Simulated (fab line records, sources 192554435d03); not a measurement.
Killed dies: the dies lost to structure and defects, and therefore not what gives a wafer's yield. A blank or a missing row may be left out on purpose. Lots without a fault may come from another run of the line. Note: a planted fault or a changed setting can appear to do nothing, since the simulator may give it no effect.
Split-lot experiment :: flow n5-finfet :: 39 wafers read from 7 lots, route of 1938 steps

## THE SPLIT
At N5_BEOL_M2_TRENCH_ETCH_37 (etches SiOC in C4F6/O2, target depth 55.555 nm, time 29.2 s), the setting time-s was moved away from the recipe's 29.2 s on 12 of the 39 wafers read, by -31.5% to +56.5%. The other wafers ran this setting at the recipe's value.

## FROM THE SPLIT TO THE READING: what the file shows between them, 8 steps
- N5_BEOL_M2_ETCH_41: etches SiCN in CH3F/O2, target depth 29.9 nm, time 52.5 s
- N5_BEOL_M2_STRIP_97: strips in N2/H2, time 10 s
- N5_BEOL_M2_OCD_MEAS_38
- N5_BEOL_M2_HM_STRIP_39: strips TiN in peroxide tin strip, target depth 25 nm, time 158 s
- N5_BEOL_M2_SRD_40: time 30 s
- N5_BEOL_M2_ECD_50: material Cu, target thk 300 nm
- N5_BEOL_M2_ANNEAL_51: time 90 s
- N5_BEOL_M2_CMP_52: polishes, stops on SiOC, t overpolish 6.8 s, target thk 40 nm

## THE READING
M2_THK, in nm, at N5_BEOL_M2_THK_MEAS_53 (measures by xrf). On this fab line, fault-free wafers typically give 39.0 nm with a standard deviation of 2 nm.

wafer: L074.1
tool, chamber at the split: rie-diel-04, 3
time-s as run, s: 40.13
against the recipe: +37.4%
M2_THK, nm: 58.2
against lot-mates on the recipe: +21.0

wafer: L074.2
tool, chamber at the split: rie-diel-04, 2
time-s as run, s: 40.13
against the recipe: +37.4%
M2_THK, nm: 59.5
against lot-mates on the recipe: +22.3

wafer: L074.3
tool, chamber at the split: rie-diel-04, 1
time-s as run, s: 40.13
against the recipe: +37.4%
M2_THK, nm: 59.0
against lot-mates on the recipe: +21.8

wafer: L074.4
tool, chamber at the split: rie-diel-04, 0
time-s as run, s: 29.2
against the recipe: recipe
M2_THK, nm: 35.8
against lot-mates on the recipe: -

wafer: L074.5
tool, chamber at the split: rie-diel-04, 1
time-s as run, s: 29.2
against the recipe: recipe
M2_THK, nm: 38.3
against lot-mates on the recipe: -

wafer: L074.6
tool, chamber at the split: rie-diel-04, 2
time-s as run, s: 29.2
against the recipe: recipe
M2_THK, nm: 37.4
against lot-mates on the recipe: -

wafer: L080.1
tool, chamber at the split: rie-diel-01, 0
time-s as run, s: 29.2
against the recipe: recipe
M2_THK, nm: 38.8
against lot-mates on the recipe: -

wafer: L080.3
tool, chamber at the split: rie-diel-01, 1
time-s as run, s: 29.2
against the recipe: recipe
M2_THK, nm: 39.4
against lot-mates on the recipe: -

wafer: L080.5
tool, chamber at the split: rie-diel-01, 1
time-s as run, s: 29.2
against the recipe: recipe
M2_THK, nm: 38.1
against lot-mates on the recipe: -

wafer: L081.1
tool, chamber at the split: rie-diel-01, 0
time-s as run, s: 20.83
against the recipe: -28.7%
M2_THK, nm: 24.8
against lot-mates on the recipe: -14.0

wafer: L081.2
tool, chamber at the split: rie-diel-01, 2
time-s as run, s: 20.83
against the recipe: -28.7%
M2_THK, nm: 24.3
against lot-mates on the recipe: -14.5

wafer: L081.3
tool, chamber at the split: rie-diel-01, 1
time-s as run, s: 29.2
against the recipe: recipe
M2_THK, nm: 41.2
against lot-mates on the recipe: -

wafer: L081.4
tool, chamber at the split: rie-diel-01, 3
time-s as run, s: 29.2
against the recipe: recipe
M2_THK, nm: 35.6
against lot-mates on the recipe: -

wafer: L081.5
tool, chamber at the split: rie-diel-01, 2
time-s as run, s: 20.83
against the recipe: -28.7%
M2_THK, nm: 22.2
against lot-mates on the recipe: -16.6

wafer: L081.6
tool, chamber at the split: rie-diel-01, 3
time-s as run, s: 29.2
against the recipe: recipe
M2_THK, nm: 39.7
against lot-mates on the recipe: -

wafer: L082.1
tool, chamber at the split: rie-diel-04, 2
time-s as run, s: 20
against the recipe: -31.5%
M2_THK, nm: 21.1
against lot-mates on the recipe: -17.3

wafer: L082.2
tool, chamber at the split: rie-diel-04, 0
time-s as run, s: 20
against the recipe: -31.5%
M2_THK, nm: 23.1
against lot-mates on the recipe: -15.3

wafer: L082.3
tool, chamber at the split: rie-diel-04, 1
time-s as run, s: 29.2
against the recipe: recipe
M2_THK, nm: 38.4
against lot-mates on the recipe: -

wafer: L082.4
tool, chamber at the split: rie-diel-04, 0
time-s as run, s: 20
against the recipe: -31.5%
M2_THK, nm: 20.0
against lot-mates on the recipe: -18.4

wafer: L082.5
tool, chamber at the split: rie-diel-04, 1
time-s as run, s: 29.2
against the recipe: recipe
M2_THK, nm: 37.5
against lot-mates on the recipe: -

wafer: L082.6
tool, chamber at the split: rie-diel-04, 2
time-s as run, s: 29.2
against the recipe: recipe
M2_THK, nm: 39.4
against lot-mates on the recipe: -

wafer: L083.1
tool, chamber at the split: rie-diel-01, 0
time-s as run, s: 29.2
against the recipe: recipe
M2_THK, nm: 37.3
against lot-mates on the recipe: -

wafer: L083.2
tool, chamber at the split: rie-diel-01, 1
time-s as run, s: 29.2
against the recipe: recipe
M2_THK, nm: 39.9
against lot-mates on the recipe: -

wafer: L083.3
tool, chamber at the split: rie-diel-01, 2
time-s as run, s: 29.2
against the recipe: recipe
M2_THK, nm: 40.7
against lot-mates on the recipe: -

wafer: L083.4
tool, chamber at the split: rie-diel-01, 3
time-s as run, s: 29.2
against the recipe: recipe
M2_THK, nm: 38.0
against lot-mates on the recipe: -

wafer: L083.5
tool, chamber at the split: rie-diel-01, 0
time-s as run, s: 29.2
against the recipe: recipe
M2_THK, nm: 36.0
against lot-mates on the recipe: -

wafer: L083.6
tool, chamber at the split: rie-diel-01, 1
time-s as run, s: 29.2
against the recipe: recipe
M2_THK, nm: 38.5
against lot-mates on the recipe: -

wafer: L090.1
tool, chamber at the split: rie-diel-05, 0
time-s as run, s: 29.2
against the recipe: recipe
M2_THK, nm: 38.1
against lot-mates on the recipe: -

wafer: L090.2
tool, chamber at the split: rie-diel-05, 2
time-s as run, s: 29.2
against the recipe: recipe
M2_THK, nm: 38.3
against lot-mates on the recipe: -

wafer: L090.3
tool, chamber at the split: rie-diel-05, 1
time-s as run, s: 29.2
against the recipe: recipe
M2_THK, nm: 36.4
against lot-mates on the recipe: -

wafer: L090.4
tool, chamber at the split: rie-diel-05, 3
time-s as run, s: 29.2
against the recipe: recipe
M2_THK, nm: 40.9
against lot-mates on the recipe: -

wafer: L090.5
tool, chamber at the split: rie-diel-05, 2
time-s as run, s: 29.2
against the recipe: recipe
M2_THK, nm: 36.9
against lot-mates on the recipe: -

wafer: L090.6
tool, chamber at the split: rie-diel-05, 1
time-s as run, s: 29.2
against the recipe: recipe
M2_THK, nm: 36.8
against lot-mates on the recipe: -

wafer: L096.1
tool, chamber at the split: rie-diel-04, 3
time-s as run, s: 45.69
against the recipe: +56.5%
M2_THK, nm: 72.6
against lot-mates on the recipe: +35.0

wafer: L096.2
tool, chamber at the split: rie-diel-04, 2
time-s as run, s: 29.2
against the recipe: recipe
M2_THK, nm: 38.1
against lot-mates on the recipe: -

wafer: L096.3
tool, chamber at the split: rie-diel-04, 1
time-s as run, s: 45.69
against the recipe: +56.5%
M2_THK, nm: 68.5
against lot-mates on the recipe: +30.9

wafer: L096.4
tool, chamber at the split: rie-diel-04, 0
time-s as run, s: 45.69
against the recipe: +56.5%
M2_THK, nm: 67.9
against lot-mates on the recipe: +30.3

wafer: L096.5
tool, chamber at the split: rie-diel-04, 2
time-s as run, s: 29.2
against the recipe: recipe
M2_THK, nm: 35.9
against lot-mates on the recipe: -

wafer: L096.6
tool, chamber at the split: rie-diel-04, 3
time-s as run, s: 29.2
against the recipe: recipe
M2_THK, nm: 38.9
against lot-mates on the recipe: -

THE FIT
A straight line over all 39 wafers: M2_THK changes by +0.545 nm for each +1% of time-s; r = +0.99; the points scatter about the line by 1.6 nm.
The same after taking each lot's own level away (the mean of its wafers on the recipe; 39 wafers): +0.56 nm for each +1%; r = +0.99; scatter 1.5 nm.
That fit puts the effect of the largest move of time-s on the reading at 32 nm.
The span of the lots' own levels, 37.17 to 38.83 nm, comes to 0.8 times the standard deviation stated above.
The two slopes are in agreement: the lot-to-lot level therefore moves the slope only a little.
Check: +31.1 nm against its lot-mates is what the line predicts for one of the wafers moved furthest among these (+56.5%) when that wafer is left out of the fit. Against them it came out at +35 nm.

## THE OTHER SPLITS THESE WAFERS WENT THROUGH
Other splits were also applied to these wafers ahead of the reading. Each is held against what the fit with the lots' levels taken away leaves over:
other split on the same wafers: N5_SD_EPI_P_EPI_21 epi-growth-time-s
wafers away from the commonest value: 12
r with M2_THK (lot level and that fit taken away): +0.19

other split on the same wafers: N5_BEOL_M0_SAQP_DESCUM_19 time-s
wafers away from the commonest value: 12
r with M2_THK (lot level and that fit taken away): +0.10

other split on the same wafers: N5_BEOL_M1_ILD_DEP_00 target-thk-a
wafers away from the commonest value: 18
r with M2_THK (lot level and that fit taken away): +0.01

## THE WHOLE CHAIN: every reading that the file lists as answering this split, in the file's order
step: N5_BEOL_M2_TRENCH_ETCH_37
what it does: etches SiOC in C4F6/O2, target depth 55.555 nm, time 29.2 s
reading: etch.depth-nm (the simulator's own value, which no gauge read)
change (the file's fit): +0.549 nm for each +1% of the setting
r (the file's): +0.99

step: N5_BEOL_M2_TRENCH_ETCH_37
what it does: etches SiOC in C4F6/O2, target depth 55.555 nm, time 29.2 s
reading: BEOL_M2.feature-depth-nm (the simulator's own value, which no gauge read)
change (the file's fit): +0.549 nm for each +1% of the setting
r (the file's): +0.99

step: N5_BEOL_M2_OCD_MEAS_38
what it does: 
reading: trench-depth-nm
change (the file's fit): +0.553 nm for each +1% of the setting
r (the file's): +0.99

step: N5_BEOL_M2_CMP_52
what it does: polishes, stops on SiOC, t overpolish 6.8 s, target thk 40 nm
reading: Cu_of_BEOL_M2_ECD_50.thk-nm (the simulator's own value, which no gauge read)
change (the file's fit): +0.57 nm for each +1% of the setting
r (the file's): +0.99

step: N5_BEOL_M2_THK_MEAS_53
what it does: measures by xrf
reading: M2_THK
change (the file's fit): +0.561 for each +1% of the setting
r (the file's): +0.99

## FILE'S OWN FIT
M2_THK changes by +0.561 nm for each +1% of time-s, r = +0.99.
